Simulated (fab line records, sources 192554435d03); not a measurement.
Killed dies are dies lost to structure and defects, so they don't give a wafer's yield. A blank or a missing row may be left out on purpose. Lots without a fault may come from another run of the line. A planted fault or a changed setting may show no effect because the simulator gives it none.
Tool commonality check | flow n5_finfet | 9 lots, 25 wafers sampled

WHY IT WAS OPENED
At N5_BEOL_M4_RC_MEAS_101 the reading RC_N is flagged on 2 of 9 lots. Wafers without a fault read 15.5 ohm.um, standard deviation 0.36.
Rule: a lot is flagged when every wafer of it that has a number lies more than 4 standard deviations from that mean, or none has a number. The other lots count as sound.

lot  | measured     | on        | RC_N (ohm.um), wafer by wafer | flag
L906 | day 14 20:15 | prober-02 | 16.1 15.4 15.6                |
L903 | day 15 11:46 | prober-02 | 16.3 15.6 16.2                |
L912 | day 16 22:43 | prober-01 | 27.9 27.9 27.8                | FLAGGED
L914 | day 17 07:19 | prober-02 | 28.8 28.3 28.2                | FLAGGED
L919 | day 17 20:31 | prober-01 | 15.0 15.4 15.6                |
L922 | day 19 02:43 | prober-01 | 14.7 15.1                     |
L924 | day 19 04:35 | prober-01 | 16.3 16.1 16.1                |
L925 | day 20 05:26 | prober-02 | 14.9 15.5 14.7                |
L926 | day 20 12:02 | prober-01 | 15.5 15.8                     |
The numbers of the flagged lots are 28.1 ohm.um on average: +12.6 ohm.um against the usual, or +35 standard deviations.

WHICH TOOL RAN EACH LOT
The record holds 3 process steps before the reading, out of a route of 1938 steps. In each cell: the tool, then ch and the chambers that the sampled wafers went through, then the start.
lot  | flag    | N5_MOL_CONTACT_COAG_ETCH_106       | N5_MOL_CONTACT_COAG_ETCH_110       | N5_MOL_CONTACT_COAG_IMPLANT_129
L906 |         | rie_diel-02 ch 0,1,2, day 5 11:58  | rie_diel-02 ch 0,1,2, day 5 12:10  | implanter-02 ch 0, day 5 12:21
L903 |         | rie_diel-02 ch 0,3, day 4 20:16    | rie_diel-02 ch 0,3, day 4 20:28    | implanter-02 ch 0, day 4 20:39
L912 | FLAGGED | rie_diel-02 ch 1,2, day 6 22:15    | rie_diel-02 ch 1,2, day 6 22:33    | implanter-02 ch 0, day 6 22:45
L914 | FLAGGED | rie_diel-02 ch 0,1,2, day 7 13:14  | rie_diel-02 ch 0,1,2, day 7 13:25  | implanter-02 ch 0, day 7 13:35
L919 |         | rie_diel-03 ch 0,1,3, day 8 17:17  | rie_diel-03 ch 0,1,3, day 8 17:29  | implanter-01 ch 0, day 8 17:40
L922 |         | rie_diel-03 ch 1,3, day 9 12:38    | rie_diel-03 ch 1,3, day 9 12:50    | implanter-01 ch 0, day 9 13:02
L924 |         | rie_diel-06 ch 0,2,3, day 10 01:14 | rie_diel-06 ch 0,2,3, day 10 01:25 | implanter-02 ch 0, day 10 01:40
L925 |         | rie_diel-02 ch 1,2, day 10 09:47   | rie_diel-02 ch 1,2, day 10 09:59   | implanter-01 ch 0, day 10 10:08
L926 |         | rie_diel-06 ch 0,2, day 10 16:54   | rie_diel-06 ch 0,2, day 10 17:05   | implanter-01 ch 0, day 10 17:15
What these steps do:
- N5_MOL_CONTACT_COAG_ETCH_106: etches SOC in N2/H2, target depth 80 nm, overetch 16 nm, time 120 s.
- N5_MOL_CONTACT_COAG_ETCH_110: etches Si in CF4/O2, target depth 2.5 nm, time 8 s.
- N5_MOL_CONTACT_COAG_IMPLANT_129
- N5_BEOL_M4_RC_MEAS_101

FLAGGED OVER TOTAL, TOOL BY TOOL (the gauges that took the reading come last)
step                            | tool         | lots run | flagged | share of the flagged lots | sound lots run after its first flagged lot
N5_MOL_CONTACT_COAG_ETCH_106    | rie_diel-02  | 5        | 2       | all                       | 1 (L925)
N5_MOL_CONTACT_COAG_ETCH_106    | rie_diel-03  | 2        | 0       | none                      | -
N5_MOL_CONTACT_COAG_ETCH_106    | rie_diel-06  | 2        | 0       | none                      | -
N5_MOL_CONTACT_COAG_ETCH_110    | rie_diel-02  | 5        | 2       | all                       | 1 (L925)
N5_MOL_CONTACT_COAG_ETCH_110    | rie_diel-03  | 2        | 0       | none                      | -
N5_MOL_CONTACT_COAG_ETCH_110    | rie_diel-06  | 2        | 0       | none                      | -
N5_MOL_CONTACT_COAG_IMPLANT_129 | implanter-01 | 4        | 0       | none                      | -
N5_MOL_CONTACT_COAG_IMPLANT_129 | implanter-02 | 5        | 2       | all                       | 1 (L924)
N5_BEOL_M4_RC_MEAS_101          | prober-01    | 5        | 1       | some                      | 4 (L919,L922,L924,L926)
N5_BEOL_M4_RC_MEAS_101          | prober-02    | 4        | 1       | some                      | 1 (L925)

WHAT THE TABLE ALLOWS
3 rows of the table ran every flagged lot: rie_diel-02 at N5_MOL_CONTACT_COAG_ETCH_106, rie_diel-02 at N5_MOL_CONTACT_COAG_ETCH_110, implanter-02 at N5_MOL_CONTACT_COAG_IMPLANT_129.
- rie_diel-02 at N5_MOL_CONTACT_COAG_ETCH_106: 2 of its 5 lots flagged. Sound lots ran on it after the first flagged one (L925), which a lasting fault on the whole tool wouldn't allow.
- rie_diel-02 at N5_MOL_CONTACT_COAG_ETCH_110: 2 of its 5 lots flagged. Sound lots ran on it after the first flagged one (L925), which a lasting fault on the whole tool wouldn't allow.
- implanter-02 at N5_MOL_CONTACT_COAG_IMPLANT_129: 2 of its 5 lots flagged. Sound lots ran on it after the first flagged one (L924), which a lasting fault on the whole tool wouldn't allow. Its own readings lie more than 4 standard deviations out on every wafer of the flagged lots: beam_on_s, dose_ions_cm2, faraday_current_uA.
No row of the table ran every flagged lot and no sound lot after the first.

WHAT THE SIMULATOR HAD PUT IN
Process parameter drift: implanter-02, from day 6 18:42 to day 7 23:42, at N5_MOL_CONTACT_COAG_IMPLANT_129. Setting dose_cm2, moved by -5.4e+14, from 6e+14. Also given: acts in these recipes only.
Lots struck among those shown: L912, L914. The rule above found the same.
